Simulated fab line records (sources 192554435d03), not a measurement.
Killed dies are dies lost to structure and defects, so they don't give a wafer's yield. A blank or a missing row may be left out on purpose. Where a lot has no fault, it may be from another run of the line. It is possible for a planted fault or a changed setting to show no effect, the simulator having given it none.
Chamber matching || flow n5_finfet || 4 sister chambers for N5_SD_EPI_N_ETCH_16 on rie_diel-01
The step etches SiO2 in CHF3/O2, target depth 5 nm. 16 wafers are shown with their chamber, then 8 later ones without.

WAFERS WITH THEIR CHAMBER
{"wafer": "L074.2", "chamber": 2, "showerhead_plenum_p_Torr (Torr)": 2.56, "drypump_motor_current_A (A)": 6.1, "throttle_valve_pct (%)": 18.61}
{"wafer": "L074.3", "chamber": 0, "showerhead_plenum_p_Torr (Torr)": 2.56, "drypump_motor_current_A (A)": 5.3, "throttle_valve_pct (%)": 18.59}
{"wafer": "L074.4", "chamber": 1, "showerhead_plenum_p_Torr (Torr)": 2.50, "drypump_motor_current_A (A)": 5.9, "throttle_valve_pct (%)": 18.90}
{"wafer": "L076.2", "chamber": 0, "showerhead_plenum_p_Torr (Torr)": 2.56, "drypump_motor_current_A (A)": 5.3, "throttle_valve_pct (%)": 18.60}
{"wafer": "L076.3", "chamber": 1, "showerhead_plenum_p_Torr (Torr)": 2.50, "drypump_motor_current_A (A)": 5.9, "throttle_valve_pct (%)": 18.92}
{"wafer": "L076.5", "chamber": 1, "showerhead_plenum_p_Torr (Torr)": 2.50, "drypump_motor_current_A (A)": 5.9, "throttle_valve_pct (%)": 18.93}
{"wafer": "L080.2", "chamber": 0, "showerhead_plenum_p_Torr (Torr)": 2.55, "drypump_motor_current_A (A)": 5.3, "throttle_valve_pct (%)": 18.61}
{"wafer": "L080.3", "chamber": 1, "showerhead_plenum_p_Torr (Torr)": 2.49, "drypump_motor_current_A (A)": 5.9, "throttle_valve_pct (%)": 18.92}
{"wafer": "L080.6", "chamber": 2, "showerhead_plenum_p_Torr (Torr)": 2.56, "drypump_motor_current_A (A)": 6.1, "throttle_valve_pct (%)": 18.62}
{"wafer": "L082.2", "chamber": 3, "showerhead_plenum_p_Torr (Torr)": 2.36, "drypump_motor_current_A (A)": 5.7, "throttle_valve_pct (%)": 18.66}
{"wafer": "L082.4", "chamber": 0, "showerhead_plenum_p_Torr (Torr)": 2.55, "drypump_motor_current_A (A)": 5.3, "throttle_valve_pct (%)": 18.63}
{"wafer": "L082.5", "chamber": 1, "showerhead_plenum_p_Torr (Torr)": 2.49, "drypump_motor_current_A (A)": 5.9, "throttle_valve_pct (%)": 18.95}
{"wafer": "L086.4", "chamber": 0, "showerhead_plenum_p_Torr (Torr)": 2.55, "drypump_motor_current_A (A)": 5.2, "throttle_valve_pct (%)": 18.64}
{"wafer": "L086.5", "chamber": 0, "showerhead_plenum_p_Torr (Torr)": 2.55, "drypump_motor_current_A (A)": 5.3, "throttle_valve_pct (%)": 18.63}
{"wafer": "L086.6", "chamber": 3, "showerhead_plenum_p_Torr (Torr)": 2.36, "drypump_motor_current_A (A)": 5.7, "throttle_valve_pct (%)": 18.68}
{"wafer": "L088.2", "chamber": 3, "showerhead_plenum_p_Torr (Torr)": 2.36, "drypump_motor_current_A (A)": 5.7, "throttle_valve_pct (%)": 18.67}

SIGNATURES, as means of the wafers listed above
{"reading": "showerhead_plenum_p_Torr", "chamber 0": 2.5533, "chamber 1": 2.4960, "chamber 2": 2.5600, "chamber 3": 2.3600, "scatter within a chamber": 0.00459}
{"reading": "drypump_motor_current_A", "chamber 0": 5.283, "chamber 1": 5.900, "chamber 2": 6.100, "chamber 3": 5.700, "scatter within a chamber": 0.0264}
{"reading": "throttle_valve_pct", "chamber 0": 18.6167, "chamber 1": 18.9240, "chamber 2": 18.6150, "chamber 3": 18.6700, "scatter within a chamber": 0.0171}
Rule: a wafer's distance from a chamber is the root of the sum, over the readings, of the square of ((its reading less the chamber's mean) divided by the reading's scatter). If the next closest chamber is less than 2 further off than the closest, the wafer can't be placed; otherwise it belongs to the closest. The scatter is the square root of a quotient: the sum, over the shown wafers, of each reading's squared deviation from its chamber's mean, divided by wafers minus chambers.

WAFERS WITHOUT THEIR CHAMBER
{"wafer": "L088.3", "showerhead_plenum_p_Torr (Torr)": 2.55, "drypump_motor_current_A (A)": 5.2, "throttle_valve_pct (%)": 18.64}
{"wafer": "L088.5", "showerhead_plenum_p_Torr (Torr)": 2.36, "drypump_motor_current_A (A)": 5.7, "throttle_valve_pct (%)": 18.68}
{"wafer": "L089.3", "showerhead_plenum_p_Torr (Torr)": 2.55, "drypump_motor_current_A (A)": 5.3, "throttle_valve_pct (%)": 18.63}
{"wafer": "L089.4", "showerhead_plenum_p_Torr (Torr)": 2.55, "drypump_motor_current_A (A)": 5.3, "throttle_valve_pct (%)": 18.65}
{"wafer": "L089.5", "showerhead_plenum_p_Torr (Torr)": 2.55, "drypump_motor_current_A (A)": 6.1, "throttle_valve_pct (%)": 18.65}
{"wafer": "L097.1", "showerhead_plenum_p_Torr (Torr)": 2.54, "drypump_motor_current_A (A)": 6.1, "throttle_valve_pct (%)": 18.69}
{"wafer": "L097.3", "showerhead_plenum_p_Torr (Torr)": 2.48, "drypump_motor_current_A (A)": 5.9, "throttle_valve_pct (%)": 18.99}
{"wafer": "L097.6", "showerhead_plenum_p_Torr (Torr)": 2.48, "drypump_motor_current_A (A)": 5.9, "throttle_valve_pct (%)": 18.97}

THE CHAMBER EACH PASSED THROUGH
{"wafer": "L088.3", "from the rows above": 0, "in truth": 0}
{"wafer": "L088.5", "from the rows above": 3, "in truth": 3}
{"wafer": "L089.3", "from the rows above": 0, "in truth": 0}
{"wafer": "L089.4", "from the rows above": 0, "in truth": 0}
{"wafer": "L089.5", "from the rows above": 2, "in truth": 2}
{"wafer": "L097.1", "from the rows above": 2, "in truth": 2}
{"wafer": "L097.3", "from the rows above": 1, "in truth": 1}
{"wafer": "L097.6", "from the rows above": 1, "in truth": 1}
8 of 8 placed correctly. Not placeable from these rows: 0. Wrongly placed: 0.
